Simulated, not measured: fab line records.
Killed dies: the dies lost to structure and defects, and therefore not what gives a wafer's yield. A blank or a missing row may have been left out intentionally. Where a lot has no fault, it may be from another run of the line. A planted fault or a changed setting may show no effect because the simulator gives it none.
fab line records | flow nand-harc
record lots=6 | wafers=18 | last-day=33
route steps=1302 shown A_DECK1_JOINT@533 A_ONON_D2@545 END@1302
lots that met no fault: taken from a fault-free run of the same line
start-h: hours from the record's first day to the start of the lot's first wafer shown | wait-h: hours elapsed since this lot's preceding step | " the same as in the row above | L1.1+2: a single row standing in for several wafers | - value missing, or start not given | * or withheld: withheld | < > ~ a bound
route shown NAME@n: NAME is a module with steps in the file, n the number in the route of the first one | usual: mean and standard deviation over wafers with no fault | same: alike in all rows | chamber/n: place in a boat | sites: readings site by site | _std_site: how widely they spread, as a standard deviation | _edge_site: the outer-site mean with the inner-site mean subtracted | radius-mm: how far each site lies from the wafer's centre | mask NAME#n: copy n | behind: the last tool/chamber to shape the wafer | hold: the reason the lot was held/the length of the hold in hours/how it ended | device: whichever transistor did not switch (one of n, p or np) | end of line: the route-end tests of the same wafers | step lacking rows: just its recipe | killed: at the first sort, the dies lost to defects and structure; wafer yield is something else | map: a wafer's dies, x killed, . not, _ none there
set.NAME: the setting that was run; set.NAME@STEP: the one run at that earlier step | model.NAME: the simulator's own value behind a step, which no gauge read
lots at some steps of the route; a table a step, a row a wafer
services: when a tool's chamber went out of use (start-h, in hours from the record's first day, below 0 if earlier), for how many hours, and the reason
## steps
# step NHARC_A_DECK1_JOINT_CVD_34
# recipe target-thk-a=200 | temp-c=700 | pressure-mtorr=300 | material=SiNx
# step NHARC_A_DECK1_JOINT_DEP_06
# recipe target-thk-a=800 | temp-c=65 | material=SiOx
# step NHARC_A_DECK1_JOINT_CURE_26
# recipe temp-c=150 | time-s=32 | pressure-atm=0.395
# step NHARC_A_DECK1_JOINT_ANNEAL_27
# recipe temp-c=400 | time-s=3600 | idle-temp-c=300 | ramp-up-c-per-min=10 | densification-p-h2o-torr=640
# step NHARC_A_DECK1_JOINT_ANNEAL_28
# recipe temp-c=500 | time-s=1800 | idle-temp-c=400 | ramp-up-c-per-min=10 | densification-p-h2o-torr=640
# step NHARC_A_DECK1_JOINT_ANNEAL_29
# recipe temp-c=750 | time-s=1800 | idle-temp-c=500 | ramp-up-c-per-min=10 | ramp-down-c-per-min=3
# step NHARC_A_DECK1_JOINT_CMP_02
# recipe material=SiOx
# usual motor-current-A=12.2/1 | slurry-filter-dp-kPa=13.50/0.14
lot.wafer | tool   | chamber | start-h | wait-h | motor-current-A | slurry-filter-dp-kPa
L995.3    | cmp-02 | 3       | 323.72  | 0.4    | 11.6            | 13.66
L995.2    | "      | 0       | "       | "      | 12.7            | 13.27
L995.6    | "      | 2       | "       | "      | 12.4            | 13.45
L999.3    | cmp-03 | 3       | 363.62  | 0.4    | 9.7             | 13.29
L999.2    | "      | 0       | "       | "      | 12.0            | 13.54
L999.4    | "      | 1       | "       | "      | 12.9            | 13.41
L102.3    | cmp-03 | 0       | 393.42  | 0.4    | 11.5            | 13.62
L102.2    | "      | 1       | "       | "      | 13.3            | 13.54
L102.1    | "      | 2       | "       | "      | 13.1            | 13.37
L108.3    | cmp-03 | 1       | 462.45  | 0.4    | 12.9            | 13.51
L108.5    | "      | 1       | "       | "      | 13.7            | 13.38
L108.6    | "      | 2       | "       | "      | 13.4            | 13.40
L110.3    | cmp-02 | 0       | 467.58  | 0.4    | 12.5            | 13.37
L110.1    | "      | 1       | "       | "      | 12.5            | 13.46
L110.5    | "      | 1       | "       | "      | 13.1            | 13.56
L113.1    | cmp-02 | 2       | 494.96  | 0.4    | 12.1            | 13.39
L113.6    | "      | 2       | "       | "      | 12.1            | 13.55
L113.5    | "      | 3       | "       | "      | 12.4            | 13.42
# step NHARC_A_DECK1_JOINT_SRD_15
# step NHARC_A_DECK1_JOINT_DEP_16
# recipe target-thk-a=450 | temp-c=400 | pressure-torr=6.5 | rf-w=900 | teos-flow-sccm=161.4 | flow-sccm=2650 | target-thk-nm=45 | gas=O2 | material=SiO2
# usual heater-power-w=531/99 | throttle-valve-pct=15.7/0.68
lot.wafer | tool     | chamber | start-h | wait-h | heater-power-w | since-wet-clean-h | throttle-valve-pct
L995.2    | pecvd-04 | 0       | 324.28  | 0.3    | 622            | 42                | 15.2
L995.3    | "        | 1       | "       | "      | 488            | -                 | 16.6
L995.6    | "        | 1       | "       | "      | 491            | -                 | 16.4
L999.2    | pecvd-03 | 1       | 364.01  | 0.1    | 500            | 166               | 16.7
L999.3    | "        | 2       | "       | "      | 545            | 166               | 16.5
L999.4    | "        | 2       | "       | "      | 536            | -                 | 16.4
L102.2    | pecvd-03 | 0       | 393.79  | 0.1    | 736            | 15                | 15.5
L102.3    | "        | 1       | "       | "      | 426            | 15                | 16.9
L102.1    | "        | 2       | "       | "      | 494            | 15                | 16.0
L108.3    | pecvd-01 | 2       | 462.90  | 0.1    | 446            | 139               | 15.1
L108.6    | "        | 0       | "       | "      | 530            | -                 | 15.5
L108.5    | "        | 1       | "       | "      | 557            | -                 | 16.5
L110.3    | pecvd-01 | 0       | 468.00  | 0.1    | 527            | 144               | 15.7
L110.1    | "        | 1       | "       | "      | 537            | 144               | 16.5
L110.5    | "        | 2       | "       | "      | 449            | -                 | 14.8
L113.1    | pecvd-03 | 2       | 495.39  | 0.1    | 569            | 116               | 16.1
L113.5    | "        | 2       | "       | "      | 591            | -                 | 16.0
L113.6    | "        | 0       | "       | "      | 700            | -                 | 15.5
# step NHARC_A_DECK1_JOINT_THK_MEAS_17
# recipe thk-meas-gauge=ellipsometry
# usual thk-nm=45.3/1.2
lot.wafer | tool          | chamber | start-h | wait-h | thk-nm
L995.2    | film-metro-02 | -       | 324.61  | 0.3    | 44.2
L995.3    | "             | -       | "       | "      | 47.1
L995.6    | "             | -       | "       | "      | 47.3
L999.2    | film-metro-01 | -       | 364.29  | 0.3    | 43.7
L999.3    | "             | -       | "       | "      | 46.2
L999.4    | "             | -       | "       | "      | 43.8
L102.1    | film-metro-01 | -       | 394.06  | 0.2    | 44.7
L102.2    | "             | -       | "       | "      | 45.6
L102.3    | "             | -       | "       | "      | 44.3
L108.3    | film-metro-02 | -       | 463.13  | 0.2    | 44.9
L108.5    | "             | -       | "       | "      | 45.4
L108.6    | "             | -       | "       | "      | 47.3
L110.1    | film-metro-02 | -       | 468.25  | 0.2    | 45.1
L110.3    | "             | -       | "       | "      | 45.1
L110.5    | "             | -       | "       | "      | 44.1
L113.1    | film-metro-02 | -       | 495.64  | 0.2    | 45.3
L113.5    | "             | -       | "       | "      | 46.3
L113.6    | "             | -       | "       | "      | 47.5
# step NHARC_A_DECK1_JOINT_INSPECT_05
# usual raw-defect-count=359/160
lot.wafer | tool              | chamber | start-h | wait-h | raw-defect-count
L995.2    | defect-inspect-01 | -       | 324.64  | 0.0    | 288
L995.3    | "                 | -       | "       | "      | 185
L995.6    | "                 | -       | "       | "      | 344
L999.2    | defect-inspect-02 | -       | 364.33  | 0.0    | 250
L999.3    | "                 | -       | "       | "      | 262
L999.4    | "                 | -       | "       | "      | 225
L102.1    | defect-inspect-02 | -       | 394.10  | 0.0    | 323
L102.2    | "                 | -       | "       | "      | 330
L102.3    | "                 | -       | "       | "      | 381
L108.3    | defect-inspect-02 | -       | 463.16  | 0.0    | 207
L108.5    | "                 | -       | "       | "      | 447
L108.6    | "                 | -       | "       | "      | 333
L110.1    | defect-inspect-01 | -       | 468.28  | 0.0    | 610
L110.3    | "                 | -       | "       | "      | 181
L110.5    | "                 | -       | "       | "      | 425
L113.1    | defect-inspect-01 | -       | 495.67  | 0.0    | 472
L113.5    | "                 | -       | "       | "      | 340
L113.6    | "                 | -       | "       | "      | 718
# step NHARC_A_ONON_D2_DEP_00
# recipe target-thk-a=10000 | n2-flow-sccm=2750 | n2o-flow-sccm=2000 | nh3-flow-sccm=500 | sih4-flow-sccm=210 | temp-c=400
# usual nh3-flow-sccm=500.1/1.4
lot.wafer | tool          | chamber | start-h | wait-h | nh3-flow-sccm
L995.2    | pecvd-onon-04 | 0       | 324.77  | 0.1    | 501.1
L995.3    | "             | 0       | "       | "      | 499.8
L995.6    | "             | 0       | "       | "      | 501.0
L999.2    | pecvd-onon-04 | 0       | 364.45  | 0.1    | 500.0
L999.3    | "             | 0       | "       | "      | 500.9
L999.4    | "             | 0       | "       | "      | 500.6
L102.1    | pecvd-onon-04 | 0       | 394.17  | 0.1    | 502.3
L102.2    | "             | 0       | "       | "      | 500.9
L102.3    | "             | 0       | "       | "      | 503.5
L108.3    | pecvd-onon-01 | 0       | 463.34  | 0.2    | 501.8
L108.5    | "             | 0       | "       | "      | 503.3
L108.6    | "             | 0       | "       | "      | 504.2
L110.1    | pecvd-onon-03 | 0       | 468.35  | 0.1    | 498.1
L110.3    | "             | 0       | "       | "      | 498.0
L110.5    | "             | 0       | "       | "      | 499.4
L113.1    | pecvd-onon-01 | 0       | 495.76  | 0.1    | 499.9
L113.5    | "             | 0       | "       | "      | 499.5
L113.6    | "             | 0       | "       | "      | 500.6
# step NHARC_A_ONON_D2_THK_MEAS_02
# recipe thk-meas-gauge=ellipsometry
# usual thk-nm=1002/12
lot.wafer | tool          | chamber | start-h | wait-h | thk-nm
L995.2    | film-metro-01 | -       | 325.24  | -      | 993
L995.3    | "             | -       | "       | "      | 991
L995.6    | "             | -       | "       | "      | 993
L999.2    | film-metro-02 | -       | 364.90  | -      | 671
L999.3    | "             | -       | "       | "      | 671
L999.4    | "             | -       | "       | "      | 672
L102.1    | film-metro-01 | -       | 394.68  | -      | 669
L102.2    | "             | -       | "       | "      | 666
L102.3    | "             | -       | "       | "      | 667
L108.3    | film-metro-02 | -       | 463.74  | -      | 1029
L108.5    | "             | -       | "       | "      | 1029
L108.6    | "             | -       | "       | "      | 1030
L110.1    | film-metro-02 | -       | 468.86  | -      | 991
L110.3    | "             | -       | "       | "      | 991
L110.5    | "             | -       | "       | "      | 991
L113.1    | film-metro-02 | -       | 496.27  | -      | 989
L113.5    | "             | -       | "       | "      | 990
L113.6    | "             | -       | "       | "      | 990
# step NHARC_A_ONON_D2_DEP_03
# recipe target-thk-a=10000 | n2-flow-sccm=2750 | n2o-flow-sccm=2000 | nh3-flow-sccm=500 | sih4-flow-sccm=210 | temp-c=400
# step NHARC_END_SORT_01
# recipe temp-c=25
# usual killed-at-array=55/23 | killed-at-other=1.0/1.2 | killed-at-periphery=3.2/2.7 | killed-dies=59/23 | killed-open=3.1/1.6 | killed-short=2.2/1.5
# same gross-dies=677
lot.wafer | tool      | chamber | start-h | wait-h | killed-at-array | killed-at-other | killed-at-periphery | killed-dies | killed-open | killed-short
L995.2    | prober-02 | 0       | 605.33  | 2.8    | 40              | 0               | 2                   | 42          | 4           | 2
L995.3    | prober-02 | 0       | 606.14  | 3.1    | 43              | 0               | 2                   | 45          | 5           | 3
L995.6    | prober-02 | 0       | 608.55  | 4.0    | 47              | 0               | 2                   | 49          | 2           | 4
L999.2    | prober-01 | 0       | 658.18  | 2.8    | 672             | 0               | 5                   | 677         | 1           | 1
L999.3    | prober-01 | 0       | 658.98  | 3.1    | 676             | 0               | 1                   | 677         | 3           | 2
L999.4    | prober-01 | 0       | 659.78  | 3.4    | 664             | 3               | 10                  | 677         | 1           | 2
L102.1    | prober-01 | 0       | 673.34  | 2.5    | 673             | 1               | 3                   | 677         | 7           | 4
L102.2    | prober-01 | 0       | 674.13  | 2.8    | 672             | 3               | 2                   | 677         | 2           | 0
L102.3    | prober-01 | 0       | 674.93  | 3.1    | 674             | 2               | 1                   | 677         | 4           | 2
L108.3    | prober-01 | 0       | 763.34  | 3.1    | 70              | 1               | 0                   | 71          | 1           | 1
L108.5    | prober-01 | 0       | 764.92  | 3.7    | 68              | 0               | 3                   | 71          | 5           | 3
L108.6    | prober-01 | 0       | 765.72  | 4.0    | 75              | 0               | 3                   | 78          | 5           | 1
L113.1    | prober-01 | 0       | 777.60  | 2.5    | 36              | 0               | 1                   | 37          | 4           | 2
L113.5    | prober-01 | 0       | 780.76  | 3.7    | 33              | 0               | 3                   | 36          | 2           | 4
L113.6    | prober-01 | 0       | 781.54  | 3.9    | 39              | 0               | 2                   | 41          | 6           | 1
# killed by level:class
L995.2 A_SLIT:chamber-film-flake=21 A_CHANNEL_HOLE_D1:chamber-film-flake=4 A_CHANNEL_HOLE_D2:chamber-film-flake=3 P_ZERO_WELL:chamber-film-flake=2 A_ZERO_WELL:chamber-film-flake=2 A_STAIRCASE:chamber-film-flake=2 A_M1:chamber-film-flake=2 A_ONON_D2:geometric-particle:open=1
L995.3 A_SLIT:chamber-film-flake=23 A_CHANNEL_HOLE_D2:chamber-film-flake=4 A_STAIRCASE:chamber-film-flake=4 A_M0:geometric-particle:open=2 A_CONTACT:chamber-film-flake=2 P_M0:geometric-particle:short=1 P_M2:geometric-particle:open=1 A_CHANNEL_FILL_D1:geometric-particle:short=1
L995.6 A_SLIT:chamber-film-flake=25 A_CHANNEL_HOLE_D2:chamber-film-flake=11 A_CHANNEL_FILL_D1:geometric-particle:short=2 A_M0:geometric-particle:short=2 A_CHANNEL_HOLE_D1:chamber-film-flake=2 P_CONTACT:geometric-particle:open=1 A_DECK1_JOINT:geometric-particle:open=1 P_ZERO_WELL:chamber-film-flake=1
L999.2 A_ONON_D2:area-dep=631 A_CHANNEL_HOLE_D2:chamber-film-flake=15 A_CHANNEL_HOLE_D1:chamber-film-flake=7 A_CONTACT:chamber-film-flake=6 A_DECK1_JOINT:chamber-film-flake=3 A_SLIT:chamber-film-flake=3 P_ZERO_WELL:chamber-film-flake=2 P_GATE:chamber-film-flake=2
L999.3 A_ONON_D2:area-dep=638 A_CHANNEL_HOLE_D2:chamber-film-flake=10 A_CONTACT:chamber-film-flake=9 A_CHANNEL_HOLE_D1:chamber-film-flake=7 A_STAIRCASE:chamber-film-flake=3 A_SLIT:chamber-film-flake=2 P_GATE:geometric-particle:open=1 A_SOURCE_PLATE:geometric-particle:short=1
L999.4 A_ONON_D2:area-dep=624 A_CHANNEL_HOLE_D2:chamber-film-flake=22 A_CHANNEL_HOLE_D1:chamber-film-flake=5 P_ZERO_WELL:chamber-film-flake=4 A_CONTACT:chamber-film-flake=4 A_M0:chamber-film-flake=3 P_CONTACT:chamber-film-flake=2 A_CHANNEL_FILL_D1:chamber-film-flake=2
L102.1 A_ONON_D2:area-dep=606 A_CHANNEL_HOLE_D1:chamber-film-flake=27 A_CHANNEL_HOLE_D2:chamber-film-flake=16 A_CONTACT:chamber-film-flake=7 A_CHANNEL_FILL_D2:chamber-film-flake=3 A_ONON_D1:geometric-particle:open=2 A_BLC:geometric-particle:open=2 A_STAIRCASE:chamber-film-flake=2
L102.2 A_ONON_D2:area-dep=605 A_CHANNEL_HOLE_D1:chamber-film-flake=32 A_CHANNEL_HOLE_D2:chamber-film-flake=21 A_CONTACT:chamber-film-flake=6 A_STAIRCASE:chamber-film-flake=3 THIN_TSV:chamber-film-flake=3 A_CHANNEL_FILL_D2:chamber-film-flake=2 P_M2:geometric-particle:open=1
L102.3 A_ONON_D2:area-dep=613 A_CHANNEL_HOLE_D1:chamber-film-flake=25 A_CHANNEL_HOLE_D2:chamber-film-flake=20 A_STAIRCASE:chamber-film-flake=5 A_CHANNEL_FILL_D2:chamber-film-flake=3 THIN_TSV:chamber-film-flake=2 A_ONON_D1:geometric-particle:open=1 A_CHANNEL_FILL_D1:geometric-particle:open=1
L108.3 A_CHANNEL_HOLE_D1:chamber-film-flake=34 A_CHANNEL_HOLE_D2:chamber-film-flake=22 A_STAIRCASE:chamber-film-flake=5 A_CONTACT:chamber-film-flake=4 A_SLIT:chamber-film-flake=3 A_CHANNEL_FILL_D1:geometric-particle:short=1 A_WL_FILL:geometric-particle:open=1 HYBRID_BOND:latent=1
L108.5 A_CHANNEL_HOLE_D1:chamber-film-flake=33 A_CHANNEL_HOLE_D2:chamber-film-flake=19 A_STAIRCASE:chamber-film-flake=4 A_CONTACT:chamber-film-flake=3 A_ONON_D2:geometric-particle:short=2 P_GATE:chamber-film-flake=2 A_SLIT:chamber-film-flake=2 P_M0:geometric-particle:open=1
L108.6 A_CHANNEL_HOLE_D1:chamber-film-flake=34 A_CHANNEL_HOLE_D2:chamber-film-flake=16 A_CONTACT:chamber-film-flake=11 A_STAIRCASE:chamber-film-flake=6 A_SLIT:chamber-film-flake=2 A_CHANNEL_FILL_D1:geometric-particle:open=1 A_DECK1_JOINT:geometric-particle:open=1 A_ONON_D2:geometric-particle:open=1
L113.1 A_CHANNEL_HOLE_D1:chamber-film-flake=16 A_SLIT:chamber-film-flake=10 A_CONTACT:chamber-film-flake=3 P_M2:geometric-particle:open=1 A_ONON_D1:geometric-particle:open=1 A_CHANNEL_FILL_D1:geometric-particle:short=1 A_ONON_D2:geometric-particle:short=1 A_CHANNEL_FILL_D2:geometric-particle:open=1
L113.5 A_CHANNEL_HOLE_D1:chamber-film-flake=16 A_SLIT:chamber-film-flake=10 A_SGD_CUT:chamber-film-flake=2 P_STI:geometric-particle:short=1 P_GATE:geometric-particle:open=1 A_CHANNEL_FILL_D1:geometric-particle:short=1 A_ONON_D2:geometric-particle:short=1 A_ONON_D2:geometric-particle:open=1
L113.6 A_CHANNEL_HOLE_D1:chamber-film-flake=21 A_SLIT:chamber-film-flake=6 A_CONTACT:chamber-film-flake=4 A_WL_FILL:geometric-particle:open=2 P_M2:geometric-particle:open=1 A_SOURCE_PLATE:geometric-particle:open=1 A_CHANNEL_HOLE_D1:geometric-particle:open=1 A_SGD_CUT:geometric-particle:open=1
# map L999.2 (x killed, . not)
____________x____________
_________xxxxxxx_________
_______xxxxxxxxxxx_______
______xxxxxxxxxxxxx______
_____xxxxxxxxxxxxxxx_____
____xxxxxxxxxxxxxxxxx____
____xxxxxxxxxxxxxxxxx____
___xxxxxxxxxxxxxxxxxxx___
___xxxxxxxxxxxxxxxxxxx___
__xxxxxxxxxxxxxxxxxxxxx__
__xxxxxxxxxxxxxxxxxxxxx__
_xxxxxxxxxxxxxxxxxxxxxxx_
_xxxxxxxxxxxxxxxxxxxxxxx_
_xxxxxxxxxxxxxxxxxxxxxxx_
_xxxxxxxxxxxxxxxxxxxxxxx_
_xxxxxxxxxxxxxxxxxxxxxxx_
xxxxxxxxxxxxxxxxxxxxxxxxx
xxxxxxxxxxxxxxxxxxxxxxxxx
xxxxxxxxxxxxxxxxxxxxxxxxx
xxxxxxxxxxxxxxxxxxxxxxxxx
xxxxxxxxxxxxxxxxxxxxxxxxx
_xxxxxxxxxxxxxxxxxxxxxxx_
_xxxxxxxxxxxxxxxxxxxxxxx_
_xxxxxxxxxxxxxxxxxxxxxxx_
_xxxxxxxxxxxxxxxxxxxxxxx_
_xxxxxxxxxxxxxxxxxxxxxxx_
__xxxxxxxxxxxxxxxxxxxxx__
__xxxxxxxxxxxxxxxxxxxxx__
___xxxxxxxxxxxxxxxxxxx___
___xxxxxxxxxxxxxxxxxxx___
____xxxxxxxxxxxxxxxxx____
____xxxxxxxxxxxxxxxxx____
_____xxxxxxxxxxxxxxx_____
______xxxxxxxxxxxxx______
_______xxxxxxxxxxx_______
_________xxxxxxx_________
____________x____________
# map L102.1 (x killed, . not)
____________x____________
_________xxxxxxx_________
_______xxxxxxxxxxx_______
______xxxxxxxxxxxxx______
_____xxxxxxxxxxxxxxx_____
____xxxxxxxxxxxxxxxxx____
____xxxxxxxxxxxxxxxxx____
___xxxxxxxxxxxxxxxxxxx___
___xxxxxxxxxxxxxxxxxxx___
__xxxxxxxxxxxxxxxxxxxxx__
__xxxxxxxxxxxxxxxxxxxxx__
_xxxxxxxxxxxxxxxxxxxxxxx_
_xxxxxxxxxxxxxxxxxxxxxxx_
_xxxxxxxxxxxxxxxxxxxxxxx_
_xxxxxxxxxxxxxxxxxxxxxxx_
_xxxxxxxxxxxxxxxxxxxxxxx_
xxxxxxxxxxxxxxxxxxxxxxxxx
xxxxxxxxxxxxxxxxxxxxxxxxx
xxxxxxxxxxxxxxxxxxxxxxxxx
xxxxxxxxxxxxxxxxxxxxxxxxx
xxxxxxxxxxxxxxxxxxxxxxxxx
_xxxxxxxxxxxxxxxxxxxxxxx_
_xxxxxxxxxxxxxxxxxxxxxxx_
_xxxxxxxxxxxxxxxxxxxxxxx_
_xxxxxxxxxxxxxxxxxxxxxxx_
_xxxxxxxxxxxxxxxxxxxxxxx_
__xxxxxxxxxxxxxxxxxxxxx__
__xxxxxxxxxxxxxxxxxxxxx__
___xxxxxxxxxxxxxxxxxxx___
___xxxxxxxxxxxxxxxxxxx___
____xxxxxxxxxxxxxxxxx____
____xxxxxxxxxxxxxxxxx____
_____xxxxxxxxxxxxxxx_____
______xxxxxxxxxxxxx______
_______xxxxxxxxxxx_______
_________xxxxxxx_________
____________x____________
## services
tool          | chamber | start-h | hours | kind
cmp-02        | -       | 302.11  | 0.4   | repair
pecvd-01      | -       | 311.21  | 13.0  | pm
pecvd-onon-04 | -       | 311.55  | 13.0  | pm
pecvd-04      | 2       | 314.52  | 21.2  | repair
cmp-02        | -       | 330.57  | 4.0   | pm
pecvd-01      | -       | 347.28  | 0.4   | repair
pecvd-04      | 1       | 358.03  | 17.4  | repair
cmp-03        | -       | 358.46  | 4.0   | pm
pecvd-01      | -       | 364.87  | 0.7   | repair
pecvd-03      | -       | 366.14  | 13.0  | pm
pecvd-01      | -       | 375.38  | 1.4   | repair
pecvd-04      | 1       | 381.53  | 7.2   | repair
cmp-02        | -       | 390.47  | 3.4   | repair
cmp-02        | -       | 400.17  | 2.1   | repair
cmp-02        | -       | 409.43  | 0.6   | repair
pecvd-01      | -       | 426.63  | 0.7   | repair
cmp-02        | -       | 428.57  | 4.0   | pm
cmp-02        | -       | 437.50  | 1.3   | repair
cmp-03        | -       | 443.92  | 2.4   | repair
cmp-02        | -       | 447.27  | 0.6   | repair
pecvd-onon-01 | -       | 450.00  | 13.0  | pm
cmp-03        | -       | 456.46  | 4.0   | pm
pecvd-01      | -       | 492.21  | 13.0  | pm
pecvd-onon-04 | -       | 492.55  | 13.0  | pm
## key
first-sign step=NHARC_A_ONON_D2_THK_MEAS_02 | reading=thk-nm | direction=down | sigmas=29 | usual=1002 | struck=669
effect step=NHARC_END_SORT_01 | reading=killed-at-array | direction=up | sigmas=27 | usual=55 | struck=672
more-kills-born-at NHARC_A_ONON_D2_DEP_00@pecvd-onon-04=3717
met-at NHARC_A_ONON_D2_DEP_00
struck-wafers L999.2,L999.3,L999.4,L102.1,L102.2,L102.3
later-rows-left-out L999.2,L999.3,L999.4,L102.1,L102.2,L102.3
tester-left-out L999,L102
onset-between 324.77 364.45
fault kind=process-parameter-drift | tool=pecvd-onon-04 | chamber=0 | onset-h=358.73 | steps=NHARC_A_ONON_D2_DEP_00 | channel=target-thk-a | offset=* | shape=step | end-h=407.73 | acts-in=* | stated=*
# tester-left-out: of these lots the tester's yield and bins aren't shown, on N5 and GAA mostly nor the transistor test; their killed dies are dies lost to structure and defects alone, not to doping, threshold or leakage, so they don't give the yield
# later-rows-left-out: the simulator's readings of these wafers behind a module that went badly wrong aren't trusted and aren't shown, but for the sort
